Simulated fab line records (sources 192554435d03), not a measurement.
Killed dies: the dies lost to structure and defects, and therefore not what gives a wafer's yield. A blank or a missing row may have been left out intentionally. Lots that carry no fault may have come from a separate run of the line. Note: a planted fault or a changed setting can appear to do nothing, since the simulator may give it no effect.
Chamber matching / flow n5 finfet / rie diel-02 running N5_BEOL_M15_DESCUM_15: 4 sister chambers
The step chemistry O2, time 7.9 s. 4 wafers are shown with their chamber, then 9 later ones without.

WAFERS, EACH WITH ITS CHAMBER
wafer=L093.6; chamber=1; showerhead plenum p Torr (Torr)=2.07
wafer=L094.4; chamber=3; showerhead plenum p Torr (Torr)=2.21
wafer=L091.5; chamber=0; showerhead plenum p Torr (Torr)=2.05
wafer=L091.6; chamber=2; showerhead plenum p Torr (Torr)=2.13

WAFERS WITH NO CHAMBER GIVEN
wafer=L095.3; showerhead plenum p Torr (Torr)=2.05
wafer=L095.5; showerhead plenum p Torr (Torr)=2.05
wafer=L095.6; showerhead plenum p Torr (Torr)=2.13
wafer=L090.2; showerhead plenum p Torr (Torr)=2.21
wafer=L090.4; showerhead plenum p Torr (Torr)=2.07
wafer=L090.5; showerhead plenum p Torr (Torr)=2.21
wafer=L092.1; showerhead plenum p Torr (Torr)=2.06
wafer=L092.3; showerhead plenum p Torr (Torr)=2.13
wafer=L092.5; showerhead plenum p Torr (Torr)=2.06

WHICH CHAMBER EACH ONE RAN IN
wafer=L095.3; from the rows above=0; in truth=0
wafer=L095.5; from the rows above=0; in truth=0
wafer=L095.6; from the rows above=2; in truth=2
wafer=L090.2; from the rows above=3; in truth=3
wafer=L090.4; from the rows above=1; in truth=1
wafer=L090.5; from the rows above=3; in truth=3
wafer=L092.1; from the rows above=can't be placed: 1 or 0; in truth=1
wafer=L092.3; from the rows above=2; in truth=2
wafer=L092.5; from the rows above=can't be placed: 1 or 0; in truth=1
Placed correctly: 7 of 9. Can't be placed from these rows: 2 (the true chamber is among the candidates in 2). Wrongly placed: 0.
How it was worked out, from the rows above alone: a wafer's distance from a chamber is the root of the sum, over the readings, of the square of ((its reading less the chamber's mean) divided by the reading's scatter). The wafer belongs to the nearest chamber; if the next one is less than 2 further off, it can't be placed. Each chamber's mean is taken over the wafers shown for it. The scatter: with one shown wafer a chamber, the root of the mean of the squares of how far each hidden wafer lies from its nearest shown one.
